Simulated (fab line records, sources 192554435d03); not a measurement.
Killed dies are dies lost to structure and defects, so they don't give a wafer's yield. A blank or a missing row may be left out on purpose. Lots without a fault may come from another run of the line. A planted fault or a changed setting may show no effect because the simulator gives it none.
One fault seen from 3 desks | flow n5_finfet | each desk has only its own numbers; what lay behind them comes last

THE DEFECT DESK
What the inspections along the route counted, lot by lot: means of the sampled wafers that have a number. A lot is out of limits, marked OUT, if its mean lies more than 4 standard deviations from the usual mean; the brackets give that distance.
Columns: A = raw_defect_count at N5_FIN_SAQP_INSPECT_40, usual 236; B = raw_defect_count at N5_FIN_CUT_INSPECT_10, usual 43; C = raw_defect_count at N5_FIN_CUT_INSPECT_17, usual 241
lot  | first seen here | A   | B             | C
L257 | day 2 03:01     | 412 | 81            | 462
L260 | day 2 21:17     | 216 | 41            | 219
L267 | day 4 20:26     | 399 | 234 (+14) OUT | 422
L268 | day 5 03:22     | 560 | 417 (+27) OUT | 574 (+4.0) OUT
L271 | day 5 15:34     | 205 | 40            | 237
L273 | day 6 03:05     | 183 | 45            | 208
L274 | day 6 08:34     | 306 | 51            | 271
L276 | day 6 20:12     | 214 | 40            | 224
This desk's finding: out of limits on L267, L268; first on L267, day 4 20:57 (raw_defect_count at N5_FIN_CUT_INSPECT_10). In limits: L257, L260, L271, L273, L274, L276.

THE METROLOGY DESK
What the gauges read, lot by lot, whatever tool the lot ran on: means of the sampled wafers that have a number. A lot is out of limits, marked OUT, if its mean lies more than 4 standard deviations from the usual mean; the brackets give that distance. Of its 11 readings 7 are shown: those that lie furthest out on some lot.
Columns: A = DIBL_N at N5_BEOL_M4_RC_MEAS_101, usual 36.9 mV/V; B = DIBL_P at N5_BEOL_M4_RC_MEAS_101, usual 36.7 mV/V; C = IOFF_N at N5_BEOL_M4_RC_MEAS_101, usual 0.17 nA/um; D = ION_N at N5_BEOL_M4_RC_MEAS_101, usual 674 uA/um; E = ION_P at N5_BEOL_M4_RC_MEAS_101, usual 461 uA/um; F = SS_P at N5_BEOL_M4_RC_MEAS_101, usual 73.4 mV/dec; G = VT_P at N5_BEOL_M4_RC_MEAS_101, usual -250 mV
lot  | first seen here | A    | B    | C    | D   | E   | F    | G
L257 | day 2 00:36     | 35.9 | 35.7 | 0.14 | 666 | 456 | 73.0 | -252
L260 | day 2 18:56     | 34.4 | 33.6 | 0.14 | 658 | 451 | 72.6 | -252
L267 | day 4 14:25     | 39.1 | 37.7 | 0.21 | 685 | 464 | 74.1 | -250
L268 | day 4 21:07     | 35.3 | 34.6 | 0.14 | 663 | 461 | 72.4 | -249
L271 | day 5 13:02     | 37.5 | 38.1 | 0.19 | 688 | 468 | 73.9 | -248
L273 | day 6 00:30     | 37.1 | 36.7 | 0.16 | 665 | 455 | 72.8 | -252
L274 | day 6 06:25     | 35.4 | 34.9 | 0.14 | 663 | 460 | 73.0 | -252
L276 | day 6 17:43     | 37.2 | 37.2 | 0.18 | 683 | 466 | 73.6 | -245
This desk's finding: nothing out of limits on any of the 8 lots.

THE TOOL OWNER'S DESK: vapor_etch-01
The tool's own readings at N5_FIN_SAQP_RECESS_75 (chemistry HF/NH3, target SiO2, target depth 14.4 nm, afs cycles 3, sublimation time 60 s): means of the sampled wafers that have a number, for each lot that ran on this tool. A lot is out of limits, marked OUT, if its mean lies more than 4 standard deviations from the usual mean; the brackets give that distance.
Columns: A = drypump_motor_current_A at N5_FIN_SAQP_RECESS_75, usual 5.7 A
lot  | first seen here | A
L257 | day 1 22:25     | 5.9
L260 | day 2 17:46     | 5.9
L267 | day 4 11:45     | 5.8
L268 | day 4 18:06     | 6.1
This desk's finding: nothing out of limits on any of the 4 lots.

PUT TOGETHER
The defect desk could have raised an alarm at day 4 20:57, on L267, L268.
The metrology desk saw nothing out of limits.
The tool owner's desk saw nothing out of limits.
The metrology desk has L267, L268 on record, within its limits.
The tool owner's desk has L267, L268 on record, within its limits.
Of the lots named, all ran N5_FIN_SAQP_RECESS_75 on vapor_etch-01.

WHAT THE SIMULATOR HAD PUT IN
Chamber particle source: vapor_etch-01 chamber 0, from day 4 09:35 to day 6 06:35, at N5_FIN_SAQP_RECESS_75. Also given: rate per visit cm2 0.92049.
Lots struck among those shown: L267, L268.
Hours from the fault's start to each desk's first reading out of limits: the defect desk, 11.
